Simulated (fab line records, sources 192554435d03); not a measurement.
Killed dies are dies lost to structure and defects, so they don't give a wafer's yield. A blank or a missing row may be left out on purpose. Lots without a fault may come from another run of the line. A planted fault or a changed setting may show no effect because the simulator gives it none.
Which tool did it? | flow n5_finfet | 24 lots, 72 wafers sampled, at 1 step of a route of 1938

WHAT THE GAUGES READ, wafer by wafer
N5_FIN_SAQP_THK_MEAS_05. Usual: thk_nm 38.2 nm, standard deviation 0.46.
lot  | measured    | on            | thk_nm (nm)    | flag
L074 | day 1 21:33 | film_metro-02 | 38.3 38.3 38.8 |
L075 | day 2 04:37 | film_metro-02 | 37.9 38.5 38.7 |
L076 | day 2 10:34 | film_metro-01 | 38.2 39.0 38.1 |
L077 | day 2 16:15 | film_metro-01 | 39.4 38.9 38.4 |
L078 | day 2 22:41 | film_metro-01 | 37.6 38.4 38.3 |
L079 | day 3 03:25 | film_metro-02 | 38.3 38.3 38.2 |
L080 | day 3 09:31 | film_metro-01 | 37.7 37.7 38.3 |
L081 | day 3 15:01 | film_metro-02 | 37.6 39.3 38.8 |
L082 | day 3 21:55 | film_metro-01 | 37.4 38.0 38.6 |
L083 | day 4 04:09 | film_metro-02 | 37.6 38.1 38.2 |
L084 | day 4 10:04 | film_metro-02 | 38.0 38.6 38.4 |
L085 | day 4 15:39 | film_metro-02 | 38.2 38.7 38.4 |
L086 | day 5 00:14 | film_metro-01 | 37.1 37.9 38.0 |
L087 | day 5 04:01 | film_metro-02 | 38.3 38.7 38.8 |
L088 | day 5 10:47 | film_metro-01 | 38.2 37.7 38.2 |
L089 | day 5 15:46 | film_metro-02 | 37.2 38.1 38.1 |
L090 | day 5 21:35 | film_metro-02 | 37.9 37.5 39.0 |
L091 | day 6 04:11 | film_metro-01 | 37.9 38.2 39.0 |
L092 | day 6 09:51 | film_metro-02 | 37.4 37.0 38.4 |
L093 | day 6 15:38 | film_metro-02 | 38.1 37.7 37.9 |
L094 | day 6 23:36 | film_metro-01 | 37.0 37.9 37.9 |
L095 | day 7 03:51 | film_metro-02 | 38.2 38.7 38.0 |
L096 | day 7 09:12 | film_metro-01 | 37.6 37.4 38.7 |
L097 | day 7 14:35 | film_metro-01 | 38.2 37.7 38.3 |

WHICH TOOL RAN EACH LOT (tool, then ch and the chambers of the sampled wafers, then the start)
The record holds no process step before these readings.

WHAT THE TOOLS THEMSELVES READ (means of the sampled wafers that have a number; where no wafer has one, the mark that the record gives instead)
The record holds no such reading with a usual standard deviation.

THE ANSWER, worked out from the rows above alone
Rule: a lot is off if the mean of its wafers that have a number lies more than 3 standard deviations from the usual mean. A lot without any number at a reading at which 4 lots or more have one is off too. The other lots that the step has rows for count as sound. The gauges are gone through in route order, then the tools' own readings, and for those a lot's mean is taken as printed above. The first step at which some lot is off is used, and at that step the reading that is off furthest; a lot without a number counts as furthest.
No lot is off at any reading shown: from this, nothing can be told.

WHAT THE SIMULATOR HAD PUT IN
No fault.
